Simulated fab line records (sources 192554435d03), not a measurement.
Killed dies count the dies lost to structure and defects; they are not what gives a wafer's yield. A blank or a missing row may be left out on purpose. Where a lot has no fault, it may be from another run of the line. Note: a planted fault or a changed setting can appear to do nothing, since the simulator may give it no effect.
The tool behind it: which one? ; flow n5Finfet ; 12 lots, 36 wafers sampled, at 5 steps of a route of 1938

## WHAT THE GAUGES READ, wafer by wafer
N5_BEOL_M2_RS_MEAS_58: a four-point-probe measurement.
lot;measured;on;M2_RS (ohm/sq)
L074;day 7 03:56;filmMetro-01;0.65 0.65 0.63
L077;day 7 16:14;filmMetro-01;0.67 0.67 0.66
L080;day 8 19:13;filmMetro-02;0.66 0.68 0.70
L082;day 8 22:59;filmMetro-02;0.64 0.64 0.67
L083;day 9 06:38;filmMetro-01;0.64 0.66 0.65
L085;day 9 09:44;filmMetro-02;0.65 0.68 0.67
L087;day 10 06:31;filmMetro-02;0.67 0.62 0.69
L089;day 11 02:43;filmMetro-01;0.65 0.68 0.66
L091;day 11 09:58;filmMetro-01;0.72 0.67 0.68
L093;day 11 20:43;filmMetro-02;0.64 0.63 0.63
L095;day 12 07:46;filmMetro-01;0.65 0.63 0.64
L097;day 12 20:04;filmMetro-02;0.66 0.66 0.64

## WHAT TOOL EACH LOT RAN ON (gives the tool, then ch and the chambers of the sampled wafers, and finally the start)
lot;N5_BEOL_M2_STRIP_97;N5_BEOL_M2_SPUTTER_86;N5_BEOL_M2_ANNEAL_95;N5_BEOL_M2_ANNEAL_51
L074;rieDiel-04 ch 0,1,2, day 7 01:13 or earlier;pvdSputter-03, day 7 01:13;pvdSputter-03, day 7 02:11;rtpAnneal-02 ch 0, day 7 02:59
L077;rieDiel-01 ch 0,3, day 7 13:59 or earlier;pvdSputter-02, day 7 13:59;pvdSputter-02, day 7 14:56;rtpAnneal-02 ch 0, day 7 15:22
L080;rieDiel-01 ch 2,3, day 8 17:02 or earlier;pvdSputter-03, day 8 17:02;pvdSputter-03, day 8 18:00;rtpAnneal-02 ch 0, day 8 18:23
L082;rieDiel-01 ch 0,1, day 8 20:34 or earlier;pvdSputter-02, day 8 20:34;pvdSputter-02, day 8 21:31;rtpAnneal-02 ch 0, day 8 22:02
L083;rieDiel-01 ch 1,2, day 9 04:29 or earlier;pvdSputter-01, day 9 04:29;pvdSputter-01, day 9 05:27;rtpAnneal-01 ch 0, day 9 05:47
L085;rieDiel-01 ch 0,2, day 9 07:35 or earlier;pvdSputter-02, day 9 07:35;pvdSputter-02, day 9 08:33;rtpAnneal-01 ch 0, day 9 08:53
L087;rieDiel-02 ch 1,2,3, day 10 04:22 or earlier;pvdSputter-02, day 10 04:22;pvdSputter-02, day 10 05:19;rtpAnneal-02 ch 0, day 10 05:42
L089;rieDiel-04 ch 1,2,3, day 11 00:34 or earlier;pvdSputter-03, day 11 00:34;pvdSputter-03, day 11 01:32;rtpAnneal-01 ch 0, day 11 01:52
L091;rieDiel-02 ch 0,1,3, day 11 07:43 or earlier;pvdSputter-01, day 11 07:43;pvdSputter-01, day 11 08:40;rtpAnneal-01 ch 0, day 11 09:07
L093;rieDiel-02 ch 1,2, day 11 17:28 or earlier;pvdSputter-03, day 11 17:28;pvdSputter-03, day 11 18:26;rtpAnneal-01 ch 0, day 11 18:46
L095;rieDiel-02 ch 1,3, day 12 05:29 or earlier;pvdSputter-01, day 12 05:29;pvdSputter-01, day 12 06:26;rtpAnneal-02 ch 0, day 12 06:57
L097;rieDiel-01 ch 2,3, day 12 17:54 or earlier;pvdSputter-02, day 12 17:54;pvdSputter-02, day 12 18:52;rtpAnneal-01 ch 0, day 12 19:17
- N5_BEOL_M2_STRIP_97: strips in N2/H2, time 10 s.
- N5_BEOL_M2_SPUTTER_86: material Cu, target thk 4.5 nm, time 8.29 s.
- N5_BEOL_M2_ANNEAL_95: time 240 s.
- N5_BEOL_M2_ANNEAL_51: time 90 s.

## THE ANSWER, worked out from the rows above alone
Rule: the lots themselves supply what counts as usual. Put in order of their means at a reading, lots are off if they are a third of the lots or fewer, leave a main group of 4 or more, and stand apart from it by a gap of 3 or more times the standard deviation of the main group's means; of several such gaps the widest counts. If all means in a main group match to the digits the tables above print for the reading, that group is not used. Also off: a lot with no number at a reading for which 4 or more lots have one. The other lots that the step has rows for count as sound.
No lot is off at any reading shown: from this, nothing can be told.

## WHAT THE SIMULATOR HAD PUT IN
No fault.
